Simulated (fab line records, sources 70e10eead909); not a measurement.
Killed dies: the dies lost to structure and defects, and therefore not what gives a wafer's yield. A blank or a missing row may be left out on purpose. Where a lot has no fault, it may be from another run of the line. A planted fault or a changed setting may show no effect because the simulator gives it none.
A lot that was struck, set against a sound lot | flow nand-harc | 40 steps out of a route of 1159
Sound: the wafers L128.1, L128.3, L128.5. Struck: wafer L143.6 (L143.2, L143.4, from the same lot, were not struck and are left out); the cause is given at the end.
At each step with rows: each side's tool, then ch and its chambers, then its first start. Under that, the readings that differ: sound wafers | struck wafers | difference of the means | sigmas: that difference in standard deviations of wafers without a fault.
alike: readings whose means differ by less than 2 such deviations, and words and numbers that are the same on both sides. not compared: withheld readings, readings that some wafer has no value for, bounds like >300 that may hide the same value, and numbers for which the record gives no deviation and whose values overlap.
The two part at a step that has a row with sigmas, a row that says differs or no value, or rows on one side only. Non-overlapping numbers with no deviation appear without sigmas and do not part them. Lack of a reading on every wafer of one side parts them only where that side has two or more wafers.

NHARC_P_BONDPAD_PRE_CLEAN_26: time 30 s.
  sound on pvd-sputter-01; struck on pvd-sputter-01
  alike: heater-power-w
then, 3 steps without rows for these wafers: NHARC_P_BONDPAD_PVD_17 (deposits TaN, target thk 5 nm, time 8.06 s); NHARC_P_BONDPAD_PVD_27 (deposits Cu, target thk 30 nm, time 20.49 s); NHARC_P_BONDPAD_ECD_18 (material Cu, target thk 400 nm).
NHARC_P_BONDPAD_ANNEAL_28: time 90 s.
  sound on rtp-anneal-01 ch 0, day 6 22:27; struck on rtp-anneal-02 ch 0, day 10 14:19
  alike: anneal-temp-c, wafer_temp_C_max
NHARC_P_BONDPAD_CMP_19: polishes, t overpolish 30 s, cu recess touch 16 s, target thk 160.81 nm.
  sound on cmp-02 ch 1,2, day 6 22:48; struck on cmp-04 ch 0, day 10 14:37
  alike: motor-current-A, overpolish-run-s
NHARC_P_BONDPAD_THK_MEAS_20: measures by xrf.
  struck on film-metro-01, day 10 14:56; sound on film-metro-01, day 6 23:08
  alike: thk-nm
then, 1 step without rows for these wafers: NHARC_P_BONDPAD_SRD_21 (time 30 s, dry time 20 s).
NHARC_P_BONDPAD_INSPECT_23:
  struck on defect-inspect-02, day 10 15:10; sound on defect-inspect-01, day 6 23:20
  alike: raw-defect-count
then, 1 step without rows for these wafers: NHARC_P_BONDPAD_ACTIVATE_29 (chemistry N2, time 60 s).
NHARC_P_BONDPAD_PRECLEAN_30: cleans in DIW, time 300 s.
  sound on wet-bench-08 ch 0,5,7, day 6 23:34; struck on wet-bench-10 ch 4,5,6, day 10 15:26
then, 1 step without rows for these wafers: NHARC_P_BONDPAD_SRD_31 (time 30 s, dry time 20 s).
NHARC_A_START_INSPECT_01:
  struck on defect-inspect-01, day 10 15:38; sound on defect-inspect-02, day 6 23:47
  alike: raw-defect-count
then, 11 steps without rows for these wafers: NHARC_A_ZERO_WELL_PRECLEAN_00 (cleans in SPM, time 600 s); NHARC_A_ZERO_WELL_SRD_01; NHARC_A_ZERO_WELL_DEHYDRATE_02 (time 120 s); NHARC_A_ZERO_WELL_HMDS_03 (time 30 s); NHARC_A_ZERO_WELL_COAT_18 (time 65 s); NHARC_A_ZERO_WELL_COAT_04 (resist thk 600 nm); NHARC_A_ZERO_WELL_SOFTBAKE_05 (time 70 s); NHARC_A_ZERO_WELL_EBR_06; NHARC_A_ZERO_WELL_EXPOSE_07 (exposes mask A ZERO); NHARC_A_ZERO_WELL_PEB_08 (peb time 80 s); NHARC_A_ZERO_WELL_DEVELOP_09 (time 50 s).
NHARC_A_ZERO_WELL_CD_MEAS_10: target cd 2000 nm.
  sound on cd-sem-02 ch 0, day 7 00:31; struck on cd-sem-02 ch 0, day 10 16:23
  alike: cd-nm
then, 1 step without rows for these wafers: NHARC_A_ZERO_WELL_HARDBAKE_11 (time 65 s).
NHARC_A_ZERO_WELL_DESCUM_12: chemistry O2, time 3 s.
  sound on rie-diel-01 ch 2,3, day 7 00:41; struck on rie-diel-04 ch 3, day 10 16:32
  reading               | sound             | struck | difference | sigmas
  oes-product-au (a.u.) | 1.010 1.024 1.014 | 0.997  | -0.019     | -2
  rf-vpp-V (V)          | 59.0 58.6 58.3    | 56.8   | -1.8       | -2
  alike: chamber-pressure-mTorr, drypump-motor-current-A, showerhead-plenum-p-Torr, throttle-valve-pct
  not compared: rf-hours-counter-h
then, 6 steps without rows for these wafers: NHARC_A_ZERO_WELL_ETCH_19 (etches the open film in N2/H2, target depth 80 nm, overetch 24 nm, time 87.88 s); NHARC_A_ZERO_WELL_ETCH_13 (etches the open film in HBr/Cl2, target depth 120 nm, time 40.1 s); NHARC_A_ZERO_WELL_STRIP_14 (strips in SPM, time 900 s); NHARC_A_ZERO_WELL_IMPLANT_15; NHARC_A_ZERO_WELL_PRECLEAN_22 (cleans in SC1, time 60 s); NHARC_A_ZERO_WELL_SRD_23.
NHARC_A_ZERO_WELL_RTA_16: time 10 s.
  sound on rtp-anneal-01 ch 0, day 7 01:57; struck on rtp-anneal-01 ch 0, day 10 17:46
  alike: lamp-power-pct, lamp_zone_5_pct, lamp_zone_7_pct, wafer_temp_C_max
NHARC_A_ZERO_WELL_INSPECT_17:
  struck on defect-inspect-02, day 10 17:56; sound on defect-inspect-01, day 7 02:09
  alike: raw-defect-count
then, 3 steps without rows for these wafers: NHARC_A_SOURCE_PLATE_PRECLEAN_00 (cleans in HF-LAST, time 60 s); NHARC_A_SOURCE_PLATE_SRD_01; NHARC_A_SOURCE_PLATE_OXIDE_02 (material SiO2, target thk 10 nm, ox time 1362 s).
NHARC_A_SOURCE_PLATE_THK_MEAS_09: measures by ellipsometry.
  struck on film-metro-01, day 11 01:14; sound on film-metro-02, day 7 09:51
  alike: thk-nm
-- jump in the record: it breaks off in module A_SOURCE_PLATE and resumes in module END (first step shown: number 1159 of the route), and 12 days separate the struck wafers' starts before and after --
NHARC_END_SORT_01:
  only the struck wafers appear in the record here, on prober-02 ch 0 at day 23 12:16; the sound ones have no rows

## WHERE THEY PART
Last at NHARC_END_SORT_01 as far as this record goes, first at NHARC_A_ZERO_WELL_DESCUM_12.

WHY: whatever the simulator had introduced
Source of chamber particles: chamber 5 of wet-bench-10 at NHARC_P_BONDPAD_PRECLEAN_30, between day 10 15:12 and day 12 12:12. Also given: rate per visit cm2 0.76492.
